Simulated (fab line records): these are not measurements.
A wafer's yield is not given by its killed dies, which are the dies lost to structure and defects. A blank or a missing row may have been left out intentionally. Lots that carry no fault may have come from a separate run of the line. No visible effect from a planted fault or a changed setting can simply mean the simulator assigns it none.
Chamber matching    flow nand_harc    NHARC_A_CONTACT_DEP_24 on pecvd-01: 3 sister chambers
The step deposits SiO2, target thk 500 nm. 6 wafers are shown with their chamber, then 12 later ones without.

## WAFERS WITH THEIR CHAMBER
wafer   chamber  throttle_valve_pct (%)  heater_power_w (W)
L076.6  0        14.4                    548
L081.4  2        16.7                    567
L081.6  1        16.0                    565
L083.3  0        14.6                    574
L083.4  1        16.2                    510
L083.5  2        16.8                    736

## WAFERS WHOSE CHAMBER IS MISSING
wafer   throttle_valve_pct (%)  heater_power_w (W)
L088.1  14.4                    531
L088.4  16.3                    738
L088.5  14.7                    536
L089.2  14.5                    589
L089.4  15.3                    532
L089.5  14.4                    445
L097.1  16.6                    716
L097.4  14.5                    592
L097.6  16.6                    755
L094.3  14.5                    559
L094.5  16.2                    669
L094.6  15.4                    615

## EACH ONE'S CHAMBER
wafer    from the rows above       in truth
L088.1   0                         0
L088.4   can't be placed: 1 or 2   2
L088.5   0                         0
L089.2   0                         0
L089.4   can't be placed: 1 or 0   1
L089.5   0                         0
L097.1   2                         2
L097.4   0                         0
L097.6   2                         2
L094.3   0                         0
L094.5   1                         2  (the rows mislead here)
L094.6   can't be placed: 1 or 0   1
8 of 12 placed correctly. Not placeable from these rows: 3 (in 3, the candidates include the true chamber). Number placed wrongly: 1.
How it was worked out, from the rows above alone: a wafer's distance from a chamber is the root of the sum, over the readings, of the square of ((its reading less the chamber's mean) divided by the reading's scatter). If the next closest chamber is less than 2 further off than the closest, the wafer can't be placed; otherwise it belongs to the closest. The mean given for a chamber averages the wafers shown for that chamber. The scatter: take each reading less its chamber's mean, square it, sum over the shown wafers, divide by the number of wafers less the number of chambers, and take the root.
